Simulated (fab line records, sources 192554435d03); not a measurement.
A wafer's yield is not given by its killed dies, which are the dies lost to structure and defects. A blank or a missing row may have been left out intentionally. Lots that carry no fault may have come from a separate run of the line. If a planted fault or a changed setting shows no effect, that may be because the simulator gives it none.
fab line records	flow n5Finfet
[record] lots = 5	wafers = 15	lastDay = 19
route steps=1938 shown BEOL_M4@1021 PASSIVATION@1936
lots that met no fault: taken from a fault-free run of the same line
startH: hours from the record's first day to the start of the lot's first wafer shown	waitH: hours elapsed since this lot's preceding step	" same as the row above	L1.1+2: one row covering several wafers at once	- no value present, or no start provided	* or withheld: withheld	< > ~ a bound
route shown NAME@n: NAME is a module with steps in the file, n the number in the route of the first one	usual: mean/standard deviation of fault-free wafers	same: alike in all rows	chamber/n: place in a boat	sites: each site's reading	_std_site: the values' standard deviation	_edge_site: outer sites' mean less inner sites'	radiusMm: how far each site lies from the wafer's centre	mask NAME#n: copy n	behind: the last tool/chamber to shape the wafer	hold: cause of the lot's hold/its duration in hours/its outcome	device: names the non-switching transistor (n, p or np)	end of line: tests run on the same wafers once the route is complete	a step without rows: its recipe alone	killed: dies that structure and defects cost at the first sort, which is not the same as the wafer's yield	map: per-die view of a wafer (x killed, . not killed, _ where there is no die)
set.NAME: the setting as run; set.NAME@STEP: as run at that earlier step	model.NAME: the simulator's own value behind a step, which no gauge read
a table for each step, a row for each wafer; lots at some steps of the route
services: the hour from which a tool's chamber was out of use, counted from the record's first day as startH (under 0 if before that day), plus the number of hours and why
[[steps]]
[step N5_BEOL_M4_ILD_DEP_00]
[recipe] material = SiOC	targetThkA = 790	tempC = 350	precursor = DEMS/O2	pressureTorr = 5	rfW = 500	timeS = 15.3
[step N5_BEOL_M4_PECVD_72]
[recipe] material = SiO2	targetThkA = 160	tempC = 400	precursor = TEOS/O2	pressureTorr = 5.5	rfW = 450	teosFlowSccm = 53.8	gas = O2	flowSccm = 3000	timeS = 18
[step N5_BEOL_M4_HM_DEP_02]
[recipe] material = TiN	targetThkA = 200	tempC = 25	chamberPressurePa = 0.49996
[step N5_BEOL_M4_COAT_61]
[recipe] resist = SOC	tempC = 250	timeS = 60	spinRpm = 1500	resistThkNm = 60
[step N5_BEOL_M4_COAT_62]
[recipe] resist = SiARC	tempC = 220	timeS = 60	spinRpm = 1500	resistThkNm = 12
[step N5_BEOL_M4_COAT_73]
[recipe] resist = underlayer	tempC = 205	timeS = 60	spinRpm = 1500	resistThkNm = 5
[step N5_BEOL_M4_COAT_05]
[recipe] resist = CAR-EUV	spinRpm = 1500	resistThkNm = 30
[step N5_BEOL_M4_EBR_07]
[recipe] solvent = PGMEA	ebrWidthMm = 1.5
[step N5_BEOL_M4_SOFTBAKE_06]
[recipe] tempC = 110	timeS = 60	resist = CAR-EUV
[step N5_BEOL_M4_EXPOSE_08]
[recipe] maskId = M4	na = 0.33	sourceShape = dipole	sigmaInner = 0.369	sigmaOuter = 0.767	polarization = unpolarized	doseMj = 41.25
[usual] exposureDoseMJCm2 = 41.33/0.22	focusOffsetNm = -0.1/0.51
[same] na = 0.33
lot.wafer	tool	chamber	startH	waitH	mask	exposureDoseMJCm2	focusOffsetNm
L943.1	euvScanner-02	0	161.35	-	M4#0	41.19	-0.4
L943.3	"	0	"	"	M4#0	41.14	0.4
L943.5	"	0	"	"	M4#0	41.15	0.0
L954.2	euvScanner-02	0	220.31	-	M4#0	34.25	-1.0
L954.4	"	0	"	"	M4#0	34.20	0.3
L954.5	"	0	"	"	M4#0	34.27	-1.0
L956.3	euvScanner-02	0	274.51	-	M4#0	35.59	0.0
L956.4	"	0	"	"	M4#0	35.64	0.6
L956.6	"	0	"	"	M4#0	35.64	0.2
L955.2	euvScanner-02	0	284.51	-	M4#0	36.73	0.2
L955.3	"	0	"	"	M4#0	36.63	0.1
L955.4	"	0	"	"	M4#0	36.69	0.3
L959.1	euvScanner-01	0	294.35	-	M4#0	41.64	-0.7
L959.3	"	0	"	"	M4#0	41.59	-0.6
L959.6	"	0	"	"	M4#0	41.62	0.0
[step N5_BEOL_M4_PEB_09]
[recipe] pebTempC = 100	pebTimeS = 60	resist = CAR-EUV
[step N5_BEOL_M4_DEVELOP_10]
[recipe] developTimeS = 30	developer = TMAH	resist = CAR-EUV	rinseLiquid = surfactantRinse	dry = airSpin	devTempC = 23
[step N5_BEOL_M4_CD_MEAS_11]
[recipe] targetCdNm = 16.79	landingEnergyEv = 500	detector = seInlens	polarity = opening
[usual] cdNm = 16.83/0.28
lot.wafer	tool	chamber	startH	waitH	cdNm
L943.1	cdSem-03	0	161.48	-	16.63
L943.3	"	0	"	"	16.56
L943.5	"	0	"	"	16.87
L954.2	cdSem-01	0	220.43	-	12.52
L954.4	"	0	"	"	12.96
L954.5	"	0	"	"	12.80
L956.3	cdSem-01	0	274.63	-	13.78
L956.4	"	0	"	"	14.02
L956.6	"	0	"	"	13.23
L955.2	cdSem-03	0	284.63	-	14.23
L955.3	"	0	"	"	13.86
L955.4	"	0	"	"	14.03
L959.1	cdSem-03	0	294.48	-	17.18
L959.3	"	0	"	"	16.51
L959.6	"	0	"	"	16.89
[step N5_BEOL_M4_DESCUM_16]
[recipe] chemistry = O2	timeS = 7	sourcePowerW = 50	biasPowerW = 20	pressureMtorr = 20	rfFrequencyHz = 2.712e+07	tempC = 40	resist = CAR-EUV	o2FlowSccm = 225
[step N5_BEOL_M4_ETCH_74]
[recipe] chemistry = N2/H2	target = underlayer	targetDepthA = 65	maskMaterial = CAR-EUV	timeS = 5.2	ionEnergyEv = 200	pressureMtorr = 30	sourceW = 840	biasW = 150	n2FlowSccm = 200	h2FlowSccm = 200	ends = cleared
[usual] chamberPressureMTorr = 29.99/0.042	drypumpMotorCurrentA = 5.7/0.45	etchRfOnTimeS = 5.22/0.16	oesProductAu = 0.68/0.065	rfVppV = 523.4/2.1	showerheadPlenumPTorr = 2.53/0.053	throttleValvePct = 17.8/0.31
lot.wafer	tool	chamber	startH	waitH	chamberPressureMTorr	drypumpMotorCurrentA	etchRfOnTimeS	oesProductAu	rfHoursCounterH	rfVppV	showerheadPlenumPTorr	throttleValvePct	model.BEOL_M4.cdOffsetNm
L943.1	rieDiel-01	0	161.64	0.0	30.03	5.8	4.84	0.82	15	526.0	2.60	17.3	0
L943.3	"	1	"	"	29.92	6.0	5.22	0.70	73	524.1	2.54	17.4	0
L943.5	"	3	"	"	29.99	6.0	5.13	0.68	-	524.4	2.57	18.1	-0.2
L954.2	rieDiel-01	1	220.59	0.0	30.04	6.0	5.15	0.68	92	524.0	2.54	17.4	-4
L954.4	"	3	"	"	30.00	6.1	5.10	0.66	122	525.0	2.56	18.2	-4.2
L954.5	"	3	"	"	30.04	6.0	5.06	0.68	-	522.5	2.56	18.2	-4.2
L956.3	rieDiel-01	1	274.79	0.0	29.96	6.0	5.13	0.66	113	525.9	2.53	17.5	-3
L956.4	"	3	"	"	30.00	6.1	5.12	0.65	142	524.6	2.55	18.2	-3.2
L956.6	"	3	"	"	29.95	6.0	5.18	0.64	-	522.5	2.55	18.2	-3.2
L955.2	rieDiel-06	2	285.06	0.0	29.99	4.7	5.18	0.66	130	522.3	2.55	18.1	-2.4
L955.3	"	1	"	"	30.05	5.3	5.20	0.57	248	519.4	2.41	18.2	-2.6
L955.4	"	3	"	"	30.02	5.6	5.24	0.78	16	521.4	2.47	17.5	-2.6
L959.1	rieDiel-01	0	294.64	0.0	30.08	5.8	5.03	0.75	61	525.2	2.58	17.5	-0.2
L959.3	"	2	"	"	29.99	5.4	5.43	0.66	94	521.4	2.49	18.1	-0.4
L959.6	"	0	"	"	30.00	5.8	5.02	0.75	-	527.1	2.58	17.4	0
[step N5_BEOL_M4_ETCH_63]
[recipe] chemistry = CF4	target = SiARC	targetDepthA = 156	maskMaterial = CAR-EUV	timeS = 26	ionEnergyEv = 80	pressureMtorr = 40	sourceW = 545	biasW = 36	Ar_flow_sccm = 100	cf4FlowSccm = 100	ends = cleared
[step N5_BEOL_M4_ETCH_64]
[recipe] chemistry = N2/H2	target = SOC	targetDepthA = 750	overetchA = 225	maskMaterial = SiARC	tempC = 40	timeS = 121.9	ionEnergyEv = 200	pressureMtorr = 30	sourceW = 840	biasW = 150	n2FlowSccm = 200	h2FlowSccm = 200
[step N5_BEOL_M4_STRIP_65]
[recipe] chemistry = N2/H2	tempC = 40	n2FlowSccm = 200	h2FlowSccm = 200	rfFrequencyHz = 6e+07
[step N5_BEOL_M4_STRIP_75]
[recipe] chemistry = N2/H2	tempC = 40	n2FlowSccm = 200	h2FlowSccm = 200	rfFrequencyHz = 6e+07
[step N5_BEOL_M4_STRIP_66]
[recipe] chemistry = CF4	resist = SiARC	powerW = 300	biasPowerW = 75	pressureMtorr = 50	cf4FlowSccm = 150	rfFrequencyHz = 6e+07
[step N5_BEOL_M4_HM_OPEN_17]
[recipe] chemistry = Cl2/BCl3	targetDepthA = 200	overetchA = 60	target = TiN	maskMaterial = SOC	ionEnergyEv = 150	pressureMtorr = 10	icpW = 1000	biasW = 126	Cl2_flow_sccm = 53.25	bcl3FlowSccm = 21.75	Ar_flow_sccm = 25
[usual] chamberPressureMTorr = 9.999/0.0095	drypumpMotorCurrentA = 5.9/0.32	oesProductAu = 0.70/0.056	throttleValvePct = 22.13/0.14
lot.wafer	tool	chamber	startH	waitH	chamberPressureMTorr	drypumpMotorCurrentA	oesProductAu	rfHoursCounterH	throttleValvePct	model.BEOL_M4.cdOffsetNm
L943.1	rieMetal-02	0	161.86	0.0	10.004	6.2	0.78	7	22.14	-0.2
L943.3	"	1	"	"	9.999	5.4	0.71	-	22.39	0.4
L943.5	"	1	"	"	9.998	5.3	0.71	-	22.36	0
L954.2	rieMetal-03	0	220.81	0.0	10.004	6.0	0.63	52	21.94	-3.8
L954.4	"	0	"	"	10.003	6.0	0.63	-	21.93	-4
L954.5	"	0	"	"	10.005	6.0	0.63	-	21.94	-4.2
L956.3	rieMetal-02	0	275.03	0.1	9.993	6.2	0.75	-	22.13	-3
L956.4	"	1	"	"	10.000	5.3	0.69	-	22.42	-2.8
L956.6	"	1	"	"	10.009	5.3	0.68	-	22.40	-3
L955.2	rieMetal-03	1	285.27	0.0	10.007	5.9	0.68	35	22.24	-2.2
L955.3	"	0	"	"	10.017	6.0	0.61	-	21.95	-2.4
L955.4	"	1	"	"	10.019	5.9	0.67	-	22.25	-2.4
L959.1	rieMetal-03	1	294.86	0.0	9.994	6.0	0.69	35	22.24	0
L959.3	"	1	"	"	9.989	6.0	0.68	-	22.23	-0.4
L959.6	"	1	"	"	10.007	5.9	0.69	-	22.23	0
[step N5_BEOL_M4_STRIP_19]
[recipe] chemistry = O2	powerW = 400	tempC = 40	pressureMtorr = 30	rfFrequencyHz = 6e+07	biasPowerW = 0	overashFraction = 0.2	o2FlowSccm = 225
[step N5_BEOL_M4_CD_MEAS_18]
[recipe] pitchNm = 36	targetCdNm = 18
[usual] cdNm = 18.1/0.34
lot.wafer	tool	chamber	startH	waitH	cdNm
L943.1	cdSem-01	-	162.04	0.0	18.0
L943.3	"	-	"	"	18.7
L943.5	"	-	"	"	17.7
L954.2	cdSem-02	-	220.99	0.1	14.1
L954.4	"	-	"	"	13.9
L954.5	"	-	"	"	13.8
L956.3	cdSem-03	-	275.20	0.1	15.2
L956.4	"	-	"	"	15.0
L956.6	"	-	"	"	14.6
L955.2	cdSem-02	-	285.46	0.1	15.9
L955.3	"	-	"	"	15.8
L955.4	"	-	"	"	15.6
L959.1	cdSem-02	-	295.04	0.0	18.0
L959.3	"	-	"	"	17.8
L959.6	"	-	"	"	18.3
[step N5_BEOL_M4_COAT_67]
[recipe] resist = SOC	tempC = 250	timeS = 60	spinRpm = 1500	resistThkNm = 60
[step N5_BEOL_M4_RC_MEAS_101]
[usual] DIBL_N = 36.3/1.7	DIBL_P = 36.5/2.1	IOFF_N = 0.16/0.03	IOFF_P = 0.22/0.035	ION_N = 675/11	ION_P = 465/7.1	SS_N = 71.5/0.62	SS_P = 73.3/0.64	VT_N = 250/3.1	VT_P = -249.1/3
lot.wafer	tool	chamber	startH	waitH	DIBL_N[mV/V]	DIBL_P[mV/V]	IOFF_N[nA/um]	IOFF_P[nA/um]	ION_N[uA/um]	ION_P[uA/um]	SS_N[mV/dec]	SS_P[mV/dec]	VT_N[mV]	VT_P[mV]
L943.1	prober-01	0	170.41	0.6	37.1	38.1	0.17	0.25	675	474	71.7	73.5	249	-246.4
L943.3	"	0	"	"	34.6	35.1	0.13	0.20	659	459	71.2	73.1	256	-250.4
L943.5	"	0	"	"	37.9	38.9	0.20	0.27	669	468	73.1	73.4	248	-245.3
L959.1	prober-02	0	324.84	0.0	34.0	35.5	0.15	0.19	673	461	71.8	72.8	247	-250.5
L959.3	"	0	"	"	32.5	34.6	0.13	0.18	652	449	69.9	73.1	253	-250.0
L959.6	"	0	"	"	33.7	36.5	0.14	0.21	664	464	71.2	73.8	251	-247.5
[step N5_PASSIVATION_PROBE_49]
[usual] defectLimitedYield = 91.2/1.4	killed_at_M0_to_M3 = 36/10	killed_at_M4_up = 13/5.1	killedAtContacts = 12/5.4	killedAtFrontEnd = 39/11	killedAtOther = 3.5/2.4	killedDies = 104/17	killedOnRim = 14/3.8	killedOpen = 67/13	killedShort = 36/8.3	sort_bin_5_function = 5.2/0.98	sort_bin_6_memory = 3.3/0.68	sort_bin_8_speed = 0/0	sortNPass = 1076/17
[same] grossDies = 1180	killedAtBackSide = 0	sort_bin_4_leakage[%] = 0
lot.wafer	tool	chamber	startH	waitH	defectLimitedYield[%]	killed_at_M0_to_M3	killed_at_M4_up	killedAtContacts	killedAtFrontEnd	killedAtOther	killedDies	killedOnRim	killedOpen	killedShort	sort_bin_5_function[%]	sort_bin_6_memory[%]	sort_bin_8_speed[%]	sortNPass
L943.1	prober-01	-	259.79	0.0	91.9	32	10	9	40	5	96	16	64	32	4.3	3.2	0	1084
L943.3	prober-01	-	259.89	0.1	91.4	52	11	5	31	2	101	16	67	34	4.8	3.1	0	1079
L943.5	prober-01	-	259.99	0.2	93.2	30	5	9	33	3	80	10	59	21	4.3	2.3	0	1100
L954.2	prober-01	-	319.65	0.1	0	49	1077	16	35	3	1180	152	66	44	5.1	4.0	0	0
L954.4	prober-01	-	319.75	0.2	0	42	1081	15	39	3	1180	152	72	44	6.5	3.1	0	0
L954.5	prober-01	-	319.80	0.2	0	44	1086	15	31	4	1180	152	77	29	5.7	3.3	0.17	0
L955.2	prober-01	-	410.53	0.3	0	48	1079	10	43	0	1180	152	78	37	5.8	3.7	0	0
L955.3	prober-01	-	410.58	0.3	0	45	1067	11	55	2	1180	152	70	51	6.1	4.2	0	0
L955.4	prober-01	-	410.63	0.4	0	49	1091	9	29	2	1180	152	70	32	4.8	3.3	0	0
L956.3	prober-02	-	410.57	1.0	0	35	1080	17	44	4	1180	152	76	33	5.9	3.1	0	0
L956.4	prober-02	-	410.62	1.0	0	42	1098	10	28	2	1180	152	60	30	4.6	2.7	0	0
L956.6	prober-02	-	410.72	1.1	0	42	1071	17	47	3	1180	152	73	46	6.3	3.5	0	0
L959.1	prober-01	-	459.56	0.0	90.9	42	17	16	29	3	107	14	76	31	4.7	4.2	0	1073
L959.3	prober-01	-	459.66	0.1	89.2	40	23	7	44	13	127	17	79	47	6.6	3.3	0	1053
L959.6	prober-01	-	459.81	0.3	91.9	50	10	5	28	3	96	11	66	26	5.1	2.8	0	1084
// killed by level:class
L943.1 STI_FIN_REVEAL:geometricParticle:open=11 GATE_CUT:geometricParticle:short=11 BEOL_M3:geometricParticle:open=9 MOL_CONTACT_COAG:geometricParticle:open=8 BEOL_M2:geometricParticle:open=8 GATE_CUT:geometricParticle:open=6 BEOL_M1:geometricParticle:open=6 BEOL_M0_SAQP:geometricParticle:short=4
L943.3 BEOL_M3:geometricParticle:open=19 BEOL_M0_SAQP:geometricParticle:short=11 STI_FIN_REVEAL:geometricParticle:open=8 GATE_CUT:geometricParticle:open=5 GATE_CUT:geometricParticle:short=5 BEOL_M0_SAQP:geometricParticle:open=5 BEOL_M2:geometricParticle:open=5 DUMMY_GATE:geometricParticle:open=4
L943.5 STI_FIN_REVEAL:geometricParticle:open=17 BEOL_M3:geometricParticle:open=8 MOL_CONTACT_COAG:geometricParticle:open=6 BEOL_M2:geometricParticle:open=6 BEOL_M1:geometricParticle:open=5 MOL_CONTACT_COAG:geometricParticle:short=3 BEOL_M0:geometricParticle:open=3 STARTING-WAFER:geometricParticle:open=3
L954.2 BEOL_M4:areaExpose=1068 BEOL_M0_SAQP:geometricParticle:short=18 MOL_CONTACT_COAG:geometricParticle:open=13 BEOL_M0_SAQP:geometricParticle:open=12 FIN_SAQP:geometricParticle:open=7 FIN_SAQP:geometricParticle:short=7 DUMMY_GATE:geometricParticle:open=6 BEOL_M3:geometricParticle:open=6
L954.4 BEOL_M4:areaExpose=1064 FIN_SAQP:geometricParticle:short=16 BEOL_M0_SAQP:geometricParticle:open=16 BEOL_M0_SAQP:geometricParticle:short=12 MOL_CONTACT_COAG:geometricParticle:open=11 FIN_SAQP:geometricParticle:open=8 BEOL_M4:geometricParticle:open=8 STI_FIN_REVEAL:geometricParticle:open=7
L954.5 BEOL_M4:areaExpose=1069 BEOL_M0_SAQP:geometricParticle:short=16 BEOL_M0_SAQP:geometricParticle:open=15 MOL_CONTACT_COAG:geometricParticle:open=14 STI_FIN_REVEAL:geometricParticle:open=9 BEOL_M4:geometricParticle:open=9 FIN_SAQP:geometricParticle:open=7 GATE_CUT:geometricParticle:short=4
L955.2 BEOL_M4:areaExpose=1063 BEOL_M0_SAQP:geometricParticle:open=18 FIN_SAQP:geometricParticle:short=11 FIN_SAQP:geometricParticle:open=10 BEOL_M0_SAQP:geometricParticle:short=10 MOL_CONTACT_COAG:geometricParticle:open=9 BEOL_M2:geometricParticle:open=7 BEOL_M3:geometricParticle:open=7
L956.3 BEOL_M4:areaExpose=1069 DUMMY_GATE:geometricParticle:open=13 MOL_CONTACT_COAG:geometricParticle:open=13 BEOL_M0_SAQP:geometricParticle:open=12 BEOL_M0_SAQP:geometricParticle:short=10 GATE_CUT:geometricParticle:short=6 FIN_SAQP:geometricParticle:open=5 BEOL_M2:geometricParticle:open=5
L955.3 BEOL_M4:areaExpose=1056 BEOL_M2:geometricParticle:open=14 FIN_SAQP:geometricParticle:short=12 MOL_CONTACT_COAG:geometricParticle:open=11 BEOL_M0_SAQP:geometricParticle:open=10 BEOL_M3:geometricParticle:open=7 STI_FIN_REVEAL:geometricParticle:open=6 GATE_CUT:geometricParticle:short=6
L956.4 BEOL_M4:areaExpose=1090 BEOL_M0_SAQP:geometricParticle:short=14 BEOL_M0_SAQP:geometricParticle:open=13 MOL_CONTACT_COAG:geometricParticle:open=9 FIN_SAQP:geometricParticle:open=6 BEOL_M2:geometricParticle:open=5 FIN_SAQP:geometricParticle:short=5 DUMMY_GATE:geometricParticle:open=5
L955.4 BEOL_M4:areaExpose=1078 BEOL_M0_SAQP:geometricParticle:open=17 BEOL_M0_SAQP:geometricParticle:short=15 FIN_SAQP:geometricParticle:short=8 MOL_CONTACT_COAG:geometricParticle:open=8 BEOL_M2:geometricParticle:open=8 STI_FIN_REVEAL:geometricParticle:open=7 FIN_SAQP:geometricParticle:open=6
L956.6 BEOL_M4:areaExpose=1060 BEOL_M0_SAQP:geometricParticle:short=16 BEOL_M0_SAQP:geometricParticle:open=13 MOL_CONTACT_COAG:geometricParticle:open=11 STI_FIN_REVEAL:geometricParticle:open=10 DUMMY_GATE:geometricParticle:open=7 BEOL_M3:geometricParticle:open=7 MOL_CONTACT_COAG:geometricParticle:short=6
L959.1 BEOL_M0_SAQP:geometricParticle:open=15 MOL_CONTACT_COAG:geometricParticle:open=14 BEOL_M0_SAQP:geometricParticle:short=13 FIN_SAQP:geometricParticle:open=9 BEOL_M4:geometricParticle:open=6 FIN_SAQP:geometricParticle:short=5 STI_FIN_REVEAL:geometricParticle:open=4 BEOL_M3:geometricParticle:open=4
L959.3 BEOL_M0_SAQP:geometricParticle:open=18 FIN_SAQP:geometricParticle:short=15 STI_FIN_REVEAL:geometricParticle:open=11 BEOL_M4:geometricParticle:open=9 BEOL_M0_SAQP:geometricParticle:short=9 FIN_SAQP:geometricParticle:open=7 BEOL_M3:geometricParticle:open=5 MIM_TOP:geometricParticle:open=5
L959.6 BEOL_M0_SAQP:geometricParticle:open=16 BEOL_M2:geometricParticle:open=14 BEOL_M0_SAQP:geometricParticle:short=8 FIN_SAQP:geometricParticle:open=6 FIN_SAQP:geometricParticle:short=6 STI_FIN_REVEAL:geometricParticle:open=5 MOL_CONTACT_COAG:geometricParticle:open=4 BEOL_M3:geometricParticle:open=4
// map L954.2 (x killed, . not)
_________________xxxxxxxxxxxx________________
______________xxxxxxxxxxxxxxxxxx_____________
___________xxxxxxxxxxxxxxxxxxxxxxxx__________
__________xxxxxxxxxxxxxxxxxxxxxxxxxx_________
________xxxxxxxxxxxxxxxxxxxxxxxxxxxxxx_______
_______xxxxxxxxxxxxxxxxxxxxxxxxxxxxxxxx______
______xxxxxxxxxxxxxxxxxxxxxxxxxxxxxxxxxx_____
_____xxxxxxxxxxxxxxxxxxxxxxxxxxxxxxxxxxxx____
____xxxxxxxxxxxxxxxxxxxxxxxxxxxxxxxxxxxxxx___
___xxxxxxxxxxxxxxxxxxxxxxxxxxxxxxxxxxxxxxxx__
___xxxxxxxxxxxxxxxxxxxxxxxxxxxxxxxxxxxxxxxx__
__xxxxxxxxxxxxxxxxxxxxxxxxxxxxxxxxxxxxxxxxxx_
__xxxxxxxxxxxxxxxxxxxxxxxxxxxxxxxxxxxxxxxxxx_
_xxxxxxxxxxxxxxxxxxxxxxxxxxxxxxxxxxxxxxxxxxxx
_xxxxxxxxxxxxxxxxxxxxxxxxxxxxxxxxxxxxxxxxxxxx
_xxxxxxxxxxxxxxxxxxxxxxxxxxxxxxxxxxxxxxxxxxxx
_xxxxxxxxxxxxxxxxxxxxxxxxxxxxxxxxxxxxxxxxxxxx
_xxxxxxxxxxxxxxxxxxxxxxxxxxxxxxxxxxxxxxxxxxxx
_xxxxxxxxxxxxxxxxxxxxxxxxxxxxxxxxxxxxxxxxxxxx
_xxxxxxxxxxxxxxxxxxxxxxxxxxxxxxxxxxxxxxxxxxxx
_xxxxxxxxxxxxxxxxxxxxxxxxxxxxxxxxxxxxxxxxxxxx
__xxxxxxxxxxxxxxxxxxxxxxxxxxxxxxxxxxxxxxxxxx_
__xxxxxxxxxxxxxxxxxxxxxxxxxxxxxxxxxxxxxxxxxx_
___xxxxxxxxxxxxxxxxxxxxxxxxxxxxxxxxxxxxxxxx__
___xxxxxxxxxxxxxxxxxxxxxxxxxxxxxxxxxxxxxxxx__
____xxxxxxxxxxxxxxxxxxxxxxxxxxxxxxxxxxxxxx___
_____xxxxxxxxxxxxxxxxxxxxxxxxxxxxxxxxxxxx____
______xxxxxxxxxxxxxxxxxxxxxxxxxxxxxxxxxx_____
_______xxxxxxxxxxxxxxxxxxxxxxxxxxxxxxxx______
________xxxxxxxxxxxxxxxxxxxxxxxxxxxxxx_______
__________xxxxxxxxxxxxxxxxxxxxxxxxxx_________
___________xxxxxxxxxxxxxxxxxxxxxxxx__________
______________xxxxxxxxxxxxxxxxxx_____________
_________________xxxxxxxxxxxx________________
// map L955.2 (x killed, . not)
_________________xxxxxxxxxxxx________________
______________xxxxxxxxxxxxxxxxxx_____________
___________xxxxxxxxxxxxxxxxxxxxxxxx__________
__________xxxxxxxxxxxxxxxxxxxxxxxxxx_________
________xxxxxxxxxxxxxxxxxxxxxxxxxxxxxx_______
_______xxxxxxxxxxxxxxxxxxxxxxxxxxxxxxxx______
______xxxxxxxxxxxxxxxxxxxxxxxxxxxxxxxxxx_____
_____xxxxxxxxxxxxxxxxxxxxxxxxxxxxxxxxxxxx____
____xxxxxxxxxxxxxxxxxxxxxxxxxxxxxxxxxxxxxx___
___xxxxxxxxxxxxxxxxxxxxxxxxxxxxxxxxxxxxxxxx__
___xxxxxxxxxxxxxxxxxxxxxxxxxxxxxxxxxxxxxxxx__
__xxxxxxxxxxxxxxxxxxxxxxxxxxxxxxxxxxxxxxxxxx_
__xxxxxxxxxxxxxxxxxxxxxxxxxxxxxxxxxxxxxxxxxx_
_xxxxxxxxxxxxxxxxxxxxxxxxxxxxxxxxxxxxxxxxxxxx
_xxxxxxxxxxxxxxxxxxxxxxxxxxxxxxxxxxxxxxxxxxxx
_xxxxxxxxxxxxxxxxxxxxxxxxxxxxxxxxxxxxxxxxxxxx
_xxxxxxxxxxxxxxxxxxxxxxxxxxxxxxxxxxxxxxxxxxxx
_xxxxxxxxxxxxxxxxxxxxxxxxxxxxxxxxxxxxxxxxxxxx
_xxxxxxxxxxxxxxxxxxxxxxxxxxxxxxxxxxxxxxxxxxxx
_xxxxxxxxxxxxxxxxxxxxxxxxxxxxxxxxxxxxxxxxxxxx
_xxxxxxxxxxxxxxxxxxxxxxxxxxxxxxxxxxxxxxxxxxxx
__xxxxxxxxxxxxxxxxxxxxxxxxxxxxxxxxxxxxxxxxxx_
__xxxxxxxxxxxxxxxxxxxxxxxxxxxxxxxxxxxxxxxxxx_
___xxxxxxxxxxxxxxxxxxxxxxxxxxxxxxxxxxxxxxxx__
___xxxxxxxxxxxxxxxxxxxxxxxxxxxxxxxxxxxxxxxx__
____xxxxxxxxxxxxxxxxxxxxxxxxxxxxxxxxxxxxxx___
_____xxxxxxxxxxxxxxxxxxxxxxxxxxxxxxxxxxxx____
______xxxxxxxxxxxxxxxxxxxxxxxxxxxxxxxxxx_____
_______xxxxxxxxxxxxxxxxxxxxxxxxxxxxxxxx______
________xxxxxxxxxxxxxxxxxxxxxxxxxxxxxx_______
__________xxxxxxxxxxxxxxxxxxxxxxxxxx_________
___________xxxxxxxxxxxxxxxxxxxxxxxx__________
______________xxxxxxxxxxxxxxxxxx_____________
_________________xxxxxxxxxxxx________________
[[services]]
tool	chamber	startH	hours	kind
euvScanner-01	-	138.41	0.1	repair
rieMetal-02	-	138.44	0.5	repair
euvScanner-02	-	162.91	1.0	repair
rieMetal-03	0	166.05	1.4	repair
rieDiel-06	1	168.38	3.6	repair
euvScanner-01	-	177.65	1.0	pm
rieMetal-03	0	187.29	8.3	repair
euvScanner-02	-	190.69	1.0	pm
euvScanner-01	-	193.78	17.4	repair
euvScanner-02	-	208.74	4.9	repair
euvScanner-01	-	219.39	4.6	pm
rieDiel-06	3	219.64	-	clean
rieDiel-06	3	219.64	-	consumableReplace:focusRing
rieDiel-06	3	219.64	19.4	scheduledDown
rieDiel-06	3	219.64	19.4	ventCycle
euvScanner-02	-	233.57	4.6	pm
euvScanner-01	-	238.17	1.0	pm
rieMetal-03	1	242.54	4.7	repair
euvScanner-02	-	246.84	1.0	pm
euvScanner-01	0	252.31	-	calibration
rieMetal-03	0	253.58	10.4	repair
euvScanner-02	-	271.73	0.3	repair
euvScanner-01	-	289.95	1.0	pm
rieDiel-06	3	293.23	2.9	repair
[[key]]
[firstSign] step = N5_BEOL_M4_EXPOSE_08	reading = exposureDoseMJCm2	direction = down	sigmas = 26	usual = 41.33	struck = 35.51
[effect] step = N5_BEOL_M4_CD_MEAS_11	reading = cdNm	direction = down	sigmas = 12	usual = 16.83	struck = 13.49	through = controlLoop
[effect] step = N5_BEOL_M4_CD_MEAS_18	reading = cdNm	direction = down	sigmas = 9.5	usual = 18.1	struck = 14.9	through = controlLoop
[effect] step = N5_PASSIVATION_PROBE_49	reading = killed_at_M4_up	direction = up	sigmas = 99+	usual = 13	struck = 1081
[modelEffect] step = N5_BEOL_M4_ETCH_74	value = BEOL_M4.cdOffsetNm	without = -0.02222	struck = -3.267
[modelEffect] step = N5_BEOL_M4_HM_OPEN_17	value = BEOL_M4.cdOffsetNm	without = 0.1556	struck = -3.089
[moreKillsBornAt] N5_BEOL_M4_EXPOSE_08@euvScanner-02 = 9617
metAt N5_BEOL_M4_EXPOSE_08
struckWafers L954.2,L954.4,L954.5,L955.2,L955.3,L955.4,L956.3,L956.4,L956.6
laterRowsLeftOut L954.2,L954.4,L954.5,L955.2,L955.3,L955.4,L956.3,L956.4,L956.6
[loopTrim] step = N5_BEOL_M4_EXPOSE_08	setting = dose	lots = L955,L956
onsetBetween 161.35 220.31
[fault] kind = processParameterDrift	tool = euvScanner-02	chamber = -	onsetH = 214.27	steps = N5_BEOL_M4_EXPOSE_08	channel = doseMj	offset = -6.94	shape = step	actsIn = theseRecipesOnly	stated = 41.25
// laterRowsLeftOut: the simulator's readings of these wafers behind a module that went badly wrong aren't trusted and aren't shown, but for the sort
// loopTrim: a control loop set the setting to another value than it would have without faults
